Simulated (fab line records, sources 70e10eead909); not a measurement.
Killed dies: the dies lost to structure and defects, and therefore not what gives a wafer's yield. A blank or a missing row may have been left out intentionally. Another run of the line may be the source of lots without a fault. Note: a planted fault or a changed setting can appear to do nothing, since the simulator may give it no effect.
Which of the tools did it? + flow nand_harc + 11 lots with 33 wafers sampled at 5 steps, on a route of 1159 steps

## WHAT THE GAUGES SHOWED, per wafer
NHARC_END_SORT_01.
| lot  | measured     | on        | killed_at_array | killed_at_other | killed_at_periphery | killed_dies | killed_open | killed_short |
|------|--------------|-----------|-----------------|-----------------|---------------------|-------------|-------------|--------------|
| L239 | day 20 05:19 | prober-02 | 18 19 18        | 0 0 1           | 11 7 9              | 29 26 28    | 3 0 3       | 1 3 1        |
| L245 | day 21 09:58 | prober-02 | 15 17 14        | 0 0 0           | 3 9 7               | 18 26 21    | 2 3 3       | 0 2 1        |
| L247 | day 21 17:44 | prober-02 | 25 29           | 1 0             | 0 4                 | 26 33       | 2 3         | 3 1          |
| L259 | day 24 04:02 | prober-02 | 36 28           | 0 0             | 2 1                 | 38 29       | 4 1         | 0 0          |

## TOOL THAT RAN EACH LOT (tool first, then ch and the chambers of the sampled wafers, then the start)
| lot  | NHARC_A_STAIRCASE_ETCH_15                     | NHARC_A_STAIRCASE_TRIM_18                     | NHARC_A_STAIRCASE_TRIM_22          | NHARC_A_STAIRCASE_DESCUM_186       |
|------|-----------------------------------------------|-----------------------------------------------|------------------------------------|------------------------------------|
| L238 | rie_diel-10 ch 2,3, day 11 07:50 or earlier   | rie_diel-10 ch 0,1, day 11 07:50 or earlier   | rie_diel-10 ch 0,1,2, day 11 07:50 | rie_diel-10 ch 1,2, day 11 10:02   |
| L240 | rie_diel-11 ch 0,1,2, day 11 09:13 or earlier | rie_diel-11 ch 0,1,2, day 11 09:13 or earlier | rie_diel-10 ch 0,1,2, day 11 09:13 | rie_diel-10 ch 0,2,3, day 11 11:44 |
| L239 | rie_diel-11 ch 0,2,3, day 11 09:40 or earlier | rie_diel-11 ch 0,1,2, day 11 09:40 or earlier | rie_diel-11 ch 0,1,3, day 11 09:40 | rie_diel-10 ch 0,1,2, day 11 11:58 |
| L242 | rie_diel-09 ch 0,1,2, day 11 13:05 or earlier | rie_diel-09 ch 1,3, day 11 13:05 or earlier   | rie_diel-10 ch 0,3, day 11 13:05   | rie_diel-11 ch 0,1,2, day 11 15:29 |
| L243 | rie_diel-09 ch 0,2,3, day 11 13:14 or earlier | rie_diel-09 ch 0,1,2, day 11 13:14 or earlier | rie_diel-09 ch 0,2,3, day 11 13:14 | rie_diel-11 ch 0,3, day 11 15:45   |
| L245 | rie_diel-10 ch 0,2, day 12 09:24 or earlier   | rie_diel-10 ch 0,2, day 12 09:24 or earlier   | rie_diel-11 ch 0,1, day 12 09:24   | rie_diel-09 ch 1,2,3, day 12 11:43 |
| L244 | rie_diel-09 ch 0,2, day 12 09:40 or earlier   | rie_diel-09 ch 1,3, day 12 09:40 or earlier   | rie_diel-09 ch 0,3, day 12 09:40   | rie_diel-11 ch 0,1,2, day 12 11:58 |
| L248 | rie_diel-10 ch 2,3, day 12 23:40 or earlier   | rie_diel-10 ch 0,2,3, day 12 23:40 or earlier | rie_diel-09 ch 0,3, day 12 23:40   | rie_diel-09 ch 1,3, day 13 02:02   |
| L247 | rie_diel-11 ch 0,1,2, day 13 03:16 or earlier | rie_diel-11 ch 1,2, day 13 03:16 or earlier   | rie_diel-11 ch 0,2,3, day 13 03:16 | rie_diel-10 ch 0,1,3, day 13 05:31 |
| L259 | rie_diel-11 ch 0,1, day 15 21:51 or earlier   | rie_diel-11 ch 0,3, day 15 21:51 or earlier   | rie_diel-11 ch 1,2, day 15 21:51   | rie_diel-09 ch 0,1, day 16 00:28   |
| L260 | rie_diel-10 ch 1,2,3, day 16 13:12 or earlier | rie_diel-10 ch 0,1, day 16 13:12 or earlier   | rie_diel-10 ch 1,2,3, day 16 13:12 | rie_diel-11 ch 1,2, day 16 15:44   |
- NHARC_A_STAIRCASE_ETCH_15: etches the open film in C4F8/O2, target depth 100 nm, time 40.5 s.
- NHARC_A_STAIRCASE_TRIM_18: chemistry O2, time 211.2 s.
- NHARC_A_STAIRCASE_TRIM_22: chemistry O2, time 211.2 s.
- NHARC_A_STAIRCASE_DESCUM_186: chemistry O2, time 3 s.

## WHAT THE TOOLS THEMSELVES READ (means of the sampled wafers that have a number; where no wafer has one, the mark that the record gives instead)
NHARC_A_STAIRCASE_ETCH_15.
| lot  | tool        | oes_product_au (a.u.) | rf_vpp_V (V) |
|------|-------------|-----------------------|--------------|
| L238 | rie_diel-10 | 0.938                 | 890          |
| L240 | rie_diel-11 | 0.922                 | 900          |
| L239 | rie_diel-11 | 0.923                 | 904          |
| L242 | rie_diel-09 | 0.925                 | 897          |
| L243 | rie_diel-09 | 0.935                 | 893          |
| L245 | rie_diel-10 | 0.942                 | 895          |
| L244 | rie_diel-09 | 0.963                 | 895          |
| L248 | rie_diel-10 | 0.946                 | 892          |
| L247 | rie_diel-11 | 0.933                 | 900          |
| L259 | rie_diel-11 | 0.940                 | 894          |
| L260 | rie_diel-10 | 0.950                 | 899          |

NHARC_A_STAIRCASE_TRIM_18.
| lot  | tool        | drypump_motor_current_A (A) | oes_product_au (a.u.) | rf_vpp_V (V) | run_length_s (s) | showerhead_plenum_p_Torr (Torr) | throttle_valve_pct (%) |
|------|-------------|-----------------------------|-----------------------|--------------|------------------|---------------------------------|------------------------|
| L238 | rie_diel-10 | 5.3                         | 1.005                 | 57.9         | 232.7            | 3.57                            | 17.044                 |
| L240 | rie_diel-11 | 6.1                         | 0.989                 | 58.1         | 232.6            | 3.65                            | 17.034                 |
| L239 | rie_diel-11 | 6.1                         | 0.992                 | 58.2         | 232.7            | 3.65                            | 17.035                 |
| L242 | rie_diel-09 | 5.1                         | 0.999                 | 57.5         | 232.9            | 3.56                            | 17.030                 |
| L243 | rie_diel-09 | 5.3                         | 0.997                 | 57.8         | 232.8            | 3.56                            | 17.036                 |
| L245 | rie_diel-10 | 5.3                         | 0.998                 | 58.1         | 232.3            | 3.49                            | 17.039                 |
| L244 | rie_diel-09 | 5.1                         | 1.006                 | 58.3         | 232.6            | 3.56                            | 17.030                 |
| L248 | rie_diel-10 | 5.6                         | 1.003                 | 58.0         | 232.3            | 3.43                            | 17.038                 |
| L247 | rie_diel-11 | 5.9                         | 0.999                 | 57.3         | 232.8            | 3.50                            | 17.034                 |
| L259 | rie_diel-11 | 6.2                         | 0.992                 | 58.3         | 232.4            | 3.72                            | 17.039                 |
| L260 | rie_diel-10 | 5.2                         | 1.010                 | 58.6         | 232.8            | 3.59                            | 17.035                 |

NHARC_A_STAIRCASE_TRIM_22.
| lot  | tool        | drypump_motor_current_A (A) | oes_product_au (a.u.) | rf_vpp_V (V) | run_length_s (s) | showerhead_plenum_p_Torr (Torr) | throttle_valve_pct (%) |
|------|-------------|-----------------------------|-----------------------|--------------|------------------|---------------------------------|------------------------|
| L238 | rie_diel-10 | 5.2                         | 1.006                 | 57.9         | 232.5            | 3.55                            | 17.042                 |
| L240 | rie_diel-10 | 5.2                         | 1.006                 | 57.4         | 232.4            | 3.55                            | 17.034                 |
| L239 | rie_diel-11 | 6.0                         | 0.999                 | 58.4         | 232.8            | 3.60                            | 17.038                 |
| L242 | rie_diel-10 | 5.7                         | 1.003                 | 58.0         | 232.7            | 3.46                            | 17.033                 |
| L243 | rie_diel-09 | 5.6                         | 1.000                 | 58.0         | 232.9            | 3.44                            | 17.039                 |
| L245 | rie_diel-11 | 6.3                         | 0.997                 | 57.4         | 232.7            | 3.64                            | 17.037                 |
| L244 | rie_diel-09 | 5.5                         | 1.003                 | 57.1         | 232.4            | 3.42                            | 17.045                 |
| L248 | rie_diel-09 | 5.5                         | 1.009                 | 57.1         | 232.5            | 3.42                            | 17.031                 |
| L247 | rie_diel-11 | 6.0                         | 0.992                 | 58.1         | 232.6            | 3.73                            | 17.031                 |
| L259 | rie_diel-11 | 5.9                         | 0.984                 | 58.5         | 186.8            | 3.63                            | 17.041                 |
| L260 | rie_diel-10 | 5.5                         | 1.008                 | 58.1         | 232.6            | 3.62                            | 17.024                 |

NHARC_A_STAIRCASE_DESCUM_186.
| lot  | tool        | drypump_motor_current_A (A) | oes_product_au (a.u.) | rf_vpp_V (V) | showerhead_plenum_p_Torr (Torr) | throttle_valve_pct (%) |
|------|-------------|-----------------------------|-----------------------|--------------|---------------------------------|------------------------|
| L238 | rie_diel-10 | 5.2                         | 1.001                 | 57.7         | 1.95                            | 11.311                 |
| L240 | rie_diel-10 | 5.6                         | 0.994                 | 57.1         | 1.86                            | 11.306                 |
| L239 | rie_diel-10 | 5.2                         | 1.002                 | 58.4         | 1.93                            | 11.315                 |
| L242 | rie_diel-11 | 6.1                         | 0.987                 | 58.6         | 1.98                            | 11.304                 |
| L243 | rie_diel-11 | 5.8                         | 0.990                 | 57.1         | 2.00                            | 11.309                 |
| L245 | rie_diel-09 | 5.3                         | 1.011                 | 58.0         | 1.91                            | 11.312                 |
| L244 | rie_diel-11 | 6.1                         | 0.996                 | 59.3         | 1.98                            | 11.311                 |
| L248 | rie_diel-09 | 5.4                         | 1.004                 | 58.3         | 1.87                            | 11.305                 |
| L247 | rie_diel-10 | 5.5                         | 1.007                 | 58.1         | 1.89                            | 11.316                 |
| L259 | rie_diel-09 | 5.0                         | 0.998                 | 58.5         | 1.95                            | 11.324                 |
| L260 | rie_diel-11 | 5.9                         | 0.994                 | 58.1         | 1.97                            | 11.306                 |

## THE ANSWER, worked out from the rows above alone
Rule: the usual values come from the lots themselves. Put in order of their means at a reading, lots are off if they are a third of the lots or fewer, leave a main group of 4 or more, and stand apart from it by a gap of 3 or more times the standard deviation of the main group's means; of several such gaps the widest counts. If all means in a main group match to the digits the tables above print for the reading, that group is not used. A lot without any number at a reading at which 4 lots or more have one is off too. All remaining lots with rows at the step are treated as sound. First the gauges in route order, then the tools' own readings, where a lot's mean is used as printed above. The first step at which some lot is off is used, and at that step the reading that is off furthest; a lot without a number counts as furthest.
Off: L259 (NHARC_A_STAIRCASE_TRIM_22, run_length_s). The main group: mean 232.6 s, standard deviation 0.16.
If a tool, at that step or one of the process steps before it, ran each lot that is off and ran no sound lot following the first of them, it fits. NHARC_A_STAIRCASE_ETCH_15 gives no start for some lots, so the hours and the order of its lots are those of NHARC_A_STAIRCASE_TRIM_22. NHARC_A_STAIRCASE_TRIM_18 gives no start for some lots, so the hours and the order of its lots are those of NHARC_A_STAIRCASE_TRIM_22. One fits: NHARC_A_STAIRCASE_ETCH_15 and NHARC_A_STAIRCASE_TRIM_18 and NHARC_A_STAIRCASE_TRIM_22 on rie_diel-11. At NHARC_A_STAIRCASE_ETCH_15 its last sound lot is L247 (day 13 03:16), its first lot that is off L259 (day 15 21:51): a fault that began between those two fits.

## WHAT THE SIMULATOR PUT IN
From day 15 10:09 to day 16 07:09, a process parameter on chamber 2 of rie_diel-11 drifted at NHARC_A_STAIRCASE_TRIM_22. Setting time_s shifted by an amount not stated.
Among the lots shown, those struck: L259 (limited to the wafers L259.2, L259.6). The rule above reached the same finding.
